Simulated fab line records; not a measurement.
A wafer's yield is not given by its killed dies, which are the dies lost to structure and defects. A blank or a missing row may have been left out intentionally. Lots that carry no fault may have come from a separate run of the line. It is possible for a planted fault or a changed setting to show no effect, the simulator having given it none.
Split-lot study -- flow n5_finfet -- route with 1938 steps; 7 lots, 21 wafers read

## ABOUT THE SPLIT
At N5_BEOL_M2_DESCUM_16 (chemistry O2, time 7 s), the setting time_s was moved away from the recipe's 7 s on 8 of the 21 wafers read, by -22.0% to +17.0%. For the rest of the wafers, this setting stayed at what the recipe calls for.

Reading taken at the split's own step.

## THE READING
CAR-EUV_of_BEOL_M2_COAT_05.thk_nm (the simulator's own value, which no gauge read), in nm, at N5_BEOL_M2_DESCUM_16 (chemistry O2, time 7 s). The file gives no usual value for it. Here, 13 wafers ran the recipe; their average is 26.1 nm with a standard deviation of 0.16 nm.

wafer,"tool, chamber at the split","time_s as run, s",against the recipe,"CAR-EUV_of_BEOL_M2_COAT_05.thk_nm, nm",against lot-mates on the recipe
L074.2,"rie_diel-01, 3",8.19,+17.0%,25.4,-0.5
L074.3,"rie_diel-01, 0",7,recipe,25.8,-
L074.6,"rie_diel-01, 3",7,recipe,26,-
L075.3,"rie_diel-05, 2",7,recipe,26.4,-
L075.4,"rie_diel-05, 1",7,recipe,26.2,-
L075.6,"rie_diel-05, 3",5.753,-17.8%,26.8,+0.5
L083.3,"rie_diel-01, 0",7,recipe,26,-
L083.4,"rie_diel-01, 2,3",7.965,+13.8%,25.6,-0.4
L083.5,"rie_diel-01, 2,3",7.965,+13.8%,25.6,-0.4
L087.4,"rie_diel-05, 1,2",5.462,-22.0%,26.8,+0.6
L087.6,"rie_diel-05, 1,2",5.462,-22.0%,26.8,+0.6
L087.5,"rie_diel-05, 1",7,recipe,26.2,-
L086.1,"rie_diel-05, 3",7,recipe,25.8,-
L086.2,"rie_diel-05, 2",7,recipe,26.2,-
L086.4,"rie_diel-05, 1",7,recipe,26,-
L091.2,"rie_diel-05, 1,3",6.316,-9.8%,26.4,+0.4
L091.3,"rie_diel-05, 1,3",6.316,-9.8%,26.4,+0.4
L091.5,"rie_diel-05, 1",7,recipe,26,-
L093.3,"rie_diel-01, 1",7,recipe,26.2,-
L093.5,"rie_diel-01, 0,1",7,recipe,26,-
L093.6,"rie_diel-01, 0,1",7,recipe,26,-
The file does not say which wafer passed through which chamber wherever a row lists several chambers: such a row stands for several wafers.

FIT RESULTS
A straight line over all 21 wafers: CAR-EUV_of_BEOL_M2_COAT_05.thk_nm changes by -0.0356 nm for each +1% of time_s; r = -0.94; the points scatter about the line by 0.14 nm.
The same after taking each lot's own level away (the mean of its wafers on the recipe; 21 wafers): -0.0291 nm for each +1%; r = -0.95; scatter 0.096 nm.
According to that fit, moving time_s by its largest amount changes the reading by 0.64 nm.
The lots' own levels span 25.90 to 26.30 nm, that is 2.4 times the standard deviation above.
So the slope is not independent of the lot-to-lot level: the two fits are not the same.
Check: +0.661 nm against its lot-mates is what the line predicts for one of the wafers moved furthest among these (-22.0%) when that wafer is left out of the fit. Against them it came out at +0.6 nm.

## FILE'S OWN FIT
CAR-EUV_of_BEOL_M2_COAT_05.thk_nm changes by -0.0291 nm for each +1% of time_s, r = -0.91.
